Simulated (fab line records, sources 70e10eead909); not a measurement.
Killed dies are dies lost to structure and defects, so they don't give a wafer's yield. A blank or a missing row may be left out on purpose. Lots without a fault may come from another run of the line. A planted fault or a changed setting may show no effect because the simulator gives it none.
fab line records | flow nand_harc
record lots=13 wafers=39 last_day=33
route steps=1302 shown HYBRID_BOND@1237 THIN_TSV@1250 END@1302
lots that met no fault: from a run of the same line without faults
start_h: hours from the record's first day to the start of the lot's first wafer shown | wait_h: hours since the lot's step before | " the same as in the row above | L1.1+2: a row that stands for several wafers | - no value, or no start given | * or withheld: withheld | < > ~ a bound
route shown NAME@n: a module of which the file shows steps, and the number in the route of the first | usual: mean/standard deviation of fault-free wafers | same: alike in all rows | chamber/n: place in a boat | sites: the reading at each site | _std_site: their standard deviation | _edge_site: outer sites' mean less inner sites' | radius_mm: how far each site lies from the wafer's centre | mask NAME#n: copy n | behind: the tool/chamber that last shaped the wafer | hold: why the lot was held/for how many hours/how that ended | device: the transistor (n, p or np) that didn't switch | end of line: the same wafers' tests at the end of the route | a step without rows: its recipe alone | killed: dies lost to structure and defects at the first sort, not the wafer's yield | map: a wafer's dies, x killed, . not, _ none there
set.NAME: the setting as run; set.NAME@STEP: as run at that earlier step | model.NAME: the simulator's own value behind a step, which no gauge read
steps of the route over a sample of lots; a table a step, a row a wafer
services: from which hour (start_h, from the record's first day; less than 0 if before it) a tool's chamber was out of use, for how many hours, and why
## steps
# step NHARC_HYBRID_BOND_ACTIVATE_00
# recipe time_s=60 n2_flow_sccm=200 ar_flow_sccm=0 bias_power_w=0 chemistry=N2
# usual drypump_motor_current_A=5.7/0.37 oes_product_au=1.001/0.0099 rf_vpp_V=63.8/0.97 showerhead_plenum_p_Torr=1.72/0.085
# columns lot.wafer tool chamber start_h wait_h drypump_motor_current_A oes_product_au rf_hours_counter_h rf_vpp_V showerhead_plenum_p_Torr
L878.2 rie_diel-08 0 542.34 0.1 5.2 1.018 15 64.7 1.87
L878.3 " 3 " " 5.7 1.004 13 64.0 1.64
L878.6 " 1 " " 6.2 1.002 - 65.0 1.64
L881.3 rie_diel-08 2 560.26 0.1 5.3 1.002 0 64.8 1.79
L881.1 " 3 " " 5.7 1.009 0 62.7 1.64
L881.5 " 3 " " 5.7 1.016 - 65.7 1.64
L880.3 rie_diel-12 0 561.36 0.1 6.2 1.012 36 64.6 1.69
L880.5 " 2 " " 5.6 1.000 - 62.6 1.77
L880.6 " 3 " " 6.1 1.021 - 62.2 1.64
L884.1 rie_diel-08 3 591.93 0.1 5.7 1.025 3 63.6 1.64
L884.3 " 0 " " 5.2 1.006 3 64.6 1.87
L884.5 " 0 " " 5.2 1.005 - 65.9 1.87
L885.1 rie_diel-08 1 598.34 0.1 6.2 1.007 5 63.3 1.64
L885.2 " 2 " " 5.3 0.993 4 63.4 1.79
L885.6 " 1 " " 6.2 1.004 - 63.9 1.64
L883.4 rie_diel-12 0 600.08 0.1 6.2 1.001 56 62.8 1.68
L883.1 " 1 " " 6.2 1.009 55 64.5 1.76
L883.3 " 2 " " 5.6 0.990 52 64.1 1.76
L886.4 rie_diel-08 1 612.27 0.1 6.2 1.010 6 63.4 1.64
L886.1 " 3 " " 5.7 1.015 4 63.7 1.64
L886.5 " 1 " " 6.2 1.004 - 63.2 1.64
L894.2 rie_diel-08 0 690.64 0.1 5.2 0.998 11 63.6 1.87
L894.1 " 1 " " 6.2 1.005 12 63.9 1.64
L894.6 " 3 " " 5.7 0.999 - 62.3 1.64
L895.2 rie_diel-08 3 695.48 0.1 5.7 1.013 11 64.1 1.64
L895.4 " 1 " " 6.2 1.009 13 63.1 1.64
L895.5 " 2 " " 5.4 0.992 - 62.8 1.79
L897.1 rie_diel-12 1 735.93 0.1 6.2 0.992 25 64.3 1.75
L897.6 " 1 " " 6.2 0.999 - 63.0 1.75
L897.5 " 2 " " 5.6 0.991 - 63.3 1.75
L898.1 rie_diel-08 3 744.96 0.1 5.7 0.998 1 64.1 1.64
L898.3 " 0 " " 5.2 1.003 1 65.3 1.87
L898.6 " 2 " " 5.3 0.986 - 64.9 1.79
L899.1 rie_diel-05 2 745.44 0.1 5.4 1.003 55 65.1 1.73
L899.2 " 3 " " 5.7 1.009 48 64.0 1.79
L899.3 " 0 " " 5.7 1.004 51 64.3 1.72
L901.3 rie_diel-08 3 766.90 0.1 5.7 0.997 2 62.2 1.64
L901.2 " 0 " " 5.2 1.005 3 65.7 1.87
L901.1 " 2 " " 5.4 1.001 2 63.4 1.79
# step NHARC_HYBRID_BOND_OVL_MEAS_05
# usual overlay_x_nm=0/37 overlay_y_nm=0/33
# columns lot.wafer tool chamber start_h wait_h overlay_x_nm overlay_y_nm
L878.2 overlay-01 - 551.74 0.4 4 37
L878.3 " - " " 65 15
L878.6 " - " " 70 -59
L881.1 overlay-01 - 569.71 0.4 35 -51
L881.3 " - " " -4 33
L881.5 " - " " -20 27
L880.3 overlay-02 - 569.71 0.4 -36 -10
L880.5 " - " " 18 -55
L880.6 " - " " -36 4
L884.1 overlay-02 - 601.20 0.4 -50 37
L884.3 " - " " 43 58
L884.5 " - " " 8 -45
L885.1 overlay-01 - 609.50 0.4 28 49
L885.2 " - " " -1 -22
L885.6 " - " " -37 -74
L883.1 overlay-02 - 609.50 0.4 35 -61
L883.3 " - " " -10 10
L883.4 " - " " 50 -15
L886.1 overlay-01 - 621.64 0.4 22 -3
L886.4 " - " " -28 -71
L886.5 " - " " 54 -7
L894.1 overlay-01 - 700.27 0.4 -13 -49
L894.2 " - " " 17 17
L894.6 " - " " -15 7
L895.2 overlay-02 - 707.50 0.4 -61 58
L895.4 " - " " -22 -10
L895.5 " - " " 21 43
L897.1 overlay-02 - 754.13 0.4 36 27
L897.5 " - " " -4 4
L897.6 " - " " 11 -41
L898.1 overlay-02 - 754.14 0.4 -22 -18
L898.3 " - " " 44 39
L898.6 " - " " 4 -27
L899.1 overlay-02 - 754.15 0.4 -30 29
L899.2 " - " " 41 31
L899.3 " - " " 16 -7
L901.1 overlay-01 - 775.37 0.4 36 29
L901.2 " - " " 28 0
L901.3 " - " " 62 68
# step NHARC_THIN_TSV_DEP_43
# recipe target_thk_a=13285 temp_c=withheld pressure_torr=6.5 rf_w=900 teos_flow_sccm=161.4 flow_sccm=2650 target_thk_nm=1328.5 gas=O2 material=SiO2
# usual throttle_valve_pct=15.9/0.49
# columns lot.wafer tool chamber start_h wait_h since_wet_clean_h throttle_valve_pct
L878.3 pecvd-04 2 554.86 - 92 16.2
L878.2 " 1 " " 92 15.3
L878.6 " 1 " " - 15.5
L880.3 pecvd-03 1 571.69 - 11 15.6
L880.6 " 1 " " - 15.5
L880.5 " 2 " " - 15.6
L881.1 pecvd-04 0 572.85 - 110 16.3
L881.3 " 1 " " 110 15.5
L881.5 " 0 " " - 16.3
L884.3 pecvd-04 1 603.10 - 140 15.4
L884.1 " 0 " " 140 16.5
L884.5 " 0 " " - 16.3
L883.1 pecvd-03 1 611.41 - 51 15.4
L883.3 " 2 " " 51 14.9
L883.4 " 1 " " - 15.6
L885.1 pecvd-03 1 612.62 - 52 15.7
L885.2 " 2 " " 52 14.9
L885.6 " 0 " " - 16.4
L886.1 pecvd-03 1 624.05 - 64 15.8
L886.5 " 2 " " - 15.4
L886.4 " 0 " " - 16.5
L894.2 pecvd-02 2 702.17 - 100 16.7
L894.1 " 0 " " 100 15.9
L894.6 " 2 " " - 16.9
L895.2 pecvd-03 2 709.49 - 149 15.5
L895.4 " 2 " " - 15.7
L895.5 " 0 " " - 16.7
L897.1 pecvd-03 0 756.09 - 14 16.5
L897.6 " 2 " " - 15.3
L897.5 " 0 " " - 16.8
L898.1 pecvd-04 0 757.23 - 113 16.0
L898.3 " 1 " " 113 15.7
L898.6 " 1 " " - 15.4
L899.2 pecvd-03 2 758.46 - 17 15.3
L899.3 " 0 " " 17 16.9
L899.1 " 1 " " 17 15.3
L901.2 pecvd-04 2 777.30 - 133 16.1
L901.1 " 0 " " 133 15.8
L901.3 " 1 " " 133 15.7
# step NHARC_THIN_TSV_STRIP_56
# recipe power_w=1500 temp_c=250 chemistry=O2
# usual drypump_motor_current_A=5.71/0.18 heater_power_w=364/26
# columns lot.wafer tool chamber start_h wait_h drypump_motor_current_A heater_power_w rf_hours_counter_h
L878.2 plasma_asher-02 0 562.14 0.1 5.54 355 29
L878.3 " 1 " " 5.98 382 -
L878.6 " 0 " " 5.55 349 -
L880.3 plasma_asher-01 0 579.22 0.2 5.78 344 -
L880.5 " 0 " " 5.77 342 -
L880.6 " 1 " " 5.57 348 -
L881.1 plasma_asher-02 0 580.34 0.2 5.53 344 33
L881.3 " 0 " " 5.55 344 -
L881.5 " 0 " " 5.54 350 -
L884.1 plasma_asher-01 1 610.40 0.1 5.50 351 15
L884.3 " 0 " " 5.76 351 -
L884.5 " 1 " " 5.53 354 -
L883.1 plasma_asher-01 0 618.86 0.1 5.76 336 17
L883.4 " 1 " " 5.56 338 -
L883.3 " 0 " " 5.77 333 -
L885.1 plasma_asher-02 1 620.02 0.1 5.95 405 2
L885.2 " 0 " " 5.54 369 2
L885.6 " 1 " " 5.94 407 -
L886.1 plasma_asher-01 1 631.53 0.1 5.56 346 20
L886.4 " 0 " " 5.78 337 -
L886.5 " 1 " " 5.58 347 -
L894.2 plasma_asher-02 1 709.52 0.1 5.97 403 26
L894.1 " 0 " " 5.55 365 26
L894.6 " 0 " " 5.57 363 -
L895.2 plasma_asher-01 0 716.74 0.1 5.78 321 1
L895.4 " 1 " " 5.54 369 -
L895.5 " 1 " " 5.56 358 -
L897.1 plasma_asher-02 1 763.65 0.1 5.97 405 37
L897.6 " 1 " " 5.98 410 -
L897.5 " 0 " " 5.54 367 -
L898.1 plasma_asher-01 0 764.56 0.1 5.77 323 11
L898.3 " 0 " " 5.76 327 -
L898.6 " 0 " " 5.77 328 -
L899.1 plasma_asher-02 0 765.99 0.1 5.50 367 38
L899.2 " 1 " " 5.93 408 38
L899.3 " 1 " " 5.95 400 -
L901.1 plasma_asher-01 1 784.89 0.1 5.51 366 16
L901.2 " 0 " " 5.77 323 16
L901.3 " 0 " " 5.77 328 -
# step NHARC_END_SORT_01
# recipe temp_c=25
# usual defect_limited_yield=89.8/2.9 killed_at_array=65/19 killed_at_other=0.9/1.1 killed_at_periphery=3.5/2.3 killed_dies=69/19 killed_open=3.2/1.8 killed_short=2.4/1.5
# same gross_dies=677
# columns lot.wafer tool chamber start_h wait_h defect_limited_yield[%] killed_at_array killed_at_other killed_at_periphery killed_dies killed_open killed_short
L885.1 prober-02 0 627.31 2.5 92.0 49 0 5 54 2 3
L885.2 prober-02 0 628.11 2.8 0 52 616 9 677 7 2
L885.6 prober-02 0 631.32 4.0 90.5 53 0 11 64 4 4
L886.1 prober-01 0 639.94 2.5 90.0 63 0 5 68 2 1
L886.4 prober-01 0 642.34 3.4 90.5 57 1 6 64 6 1
L886.5 prober-01 0 643.14 3.7 0 66 606 5 677 2 3
# killed by level:class
L885.1 A_CHANNEL_HOLE_D1:chamber_film_flake=25 A_CHANNEL_HOLE_D2:chamber_film_flake=16 P_GATE:chamber_film_flake=4 A_CONTACT:chamber_film_flake=3 A_ONON_D1:geometric_particle:open=2 P_CONTACT:geometric_particle:short=1 A_WL_FILL:geometric_particle:short=1 A_M0:geometric_particle:short=1
L885.2 THIN_TSV:area_dep=615 A_CHANNEL_HOLE_D1:chamber_film_flake=28 A_CHANNEL_HOLE_D2:chamber_film_flake=10 A_CONTACT:chamber_film_flake=5 P_GATE:chamber_film_flake=3 P_M0:chamber_film_flake=3 P_M0:geometric_particle:open=2 A_STAIRCASE:chamber_film_flake=2
L885.6 A_CHANNEL_HOLE_D1:chamber_film_flake=32 A_CHANNEL_HOLE_D2:chamber_film_flake=12 P_M0:chamber_film_flake=7 P_GATE:chamber_film_flake=2 A_STAIRCASE:chamber_film_flake=2 P_CONTACT:geometric_particle:short=1 P_M0:geometric_particle:open=1 A_CHANNEL_FILL_D1:geometric_particle:open=1
L886.1 A_CHANNEL_HOLE_D1:chamber_film_flake=33 A_CHANNEL_HOLE_D2:chamber_film_flake=16 A_CONTACT:chamber_film_flake=6 A_DECK1_JOINT:chamber_film_flake=4 P_CONTACT:geometric_particle:open=1 P_M0:geometric_particle:open=1 A_ONON_D1:geometric_particle:short=1 P_ZERO_WELL:chamber_film_flake=1
L886.4 A_CHANNEL_HOLE_D1:chamber_film_flake=30 A_CHANNEL_HOLE_D2:chamber_film_flake=12 A_SLIT:chamber_film_flake=5 A_CONTACT:chamber_film_flake=4 P_GATE:geometric_particle:open=2 P_GATE:chamber_film_flake=2 P_CONTACT:geometric_particle:open=1 A_SOURCE_PLATE:geometric_particle:open=1
L886.5 THIN_TSV:area_dep=603 A_CHANNEL_HOLE_D1:chamber_film_flake=35 A_CHANNEL_HOLE_D2:chamber_film_flake=17 A_CONTACT:chamber_film_flake=7 P_GATE:chamber_film_flake=2 A_STAIRCASE:chamber_film_flake=2 THIN_TSV:chamber_film_flake=2 P_CONTACT:geometric_particle:open=1
## services
# columns tool chamber start_h hours kind
plasma_asher-01 - 519.18 9.0 pm
rie_diel-12 - 536.03 2.2 repair
rie_diel-08 - 544.90 9.0 pm
pecvd-03 - 547.57 13.0 pm
pecvd-04 2 558.56 5.7 repair
plasma_asher-02 - 568.63 3.5 repair
rie_diel-12 2 569.33 2.6 repair
plasma_asher-02 - 603.32 9.0 pm
rie_diel-12 - 624.49 9.0 pm
pecvd-04 - 631.22 13.0 pm
rie_diel-08 2 669.46 1.4 repair
plasma_asher-01 - 679.40 0.5 repair
pecvd-04 - 689.77 0.3 repair
plasma_asher-01 - 696.18 9.0 pm
rie_diel-12 3 715.63 14.8 repair
rie_diel-08 - 721.90 9.0 pm
pecvd-03 - 728.80 13.0 pm
rie_diel-08 3 731.26 5.7 repair
rie_diel-08 2 733.16 1.5 repair
rie_diel-08 2 738.80 5.1 repair
pecvd-04 - 766.14 1.1 repair
pecvd-04 - 772.37 0.3 repair
plasma_asher-02 - 780.32 9.0 pm
pecvd-03 2 781.47 9.6 repair
## key
first_sign step=NHARC_END_SORT_01 reading=killed_at_other direction=up sigmas=99+ usual=0.9 struck=611
effect step=NHARC_END_SORT_01 reading=defect_limited_yield direction=down sigmas=31 usual=89.8 struck=0
more_kills_born_at NHARC_THIN_TSV_DEP_43@pecvd-03=1218
met_at NHARC_THIN_TSV_DEP_43
struck_lots L885,L886
struck_wafers L885.2,L886.5
later_rows_left_out L885.2,L886.5
not_acting_at NHARC_HYBRID_BOND_ACTIVATE_00,NHARC_HYBRID_BOND_OVL_MEAS_05,NHARC_THIN_TSV_STRIP_56
onset_between 611.41 612.62
fault kind=process_parameter_drift tool=pecvd-03 chamber=2 onset_h=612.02 steps=NHARC_THIN_TSV_DEP_43 channel=target_thk_nm offset=420.54 shape=step end_h=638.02 acts_in=these_recipes_only stated=1328.5
# later_rows_left_out: the simulator's readings of these wafers behind a module that went badly wrong aren't trusted and aren't shown, but for the sort
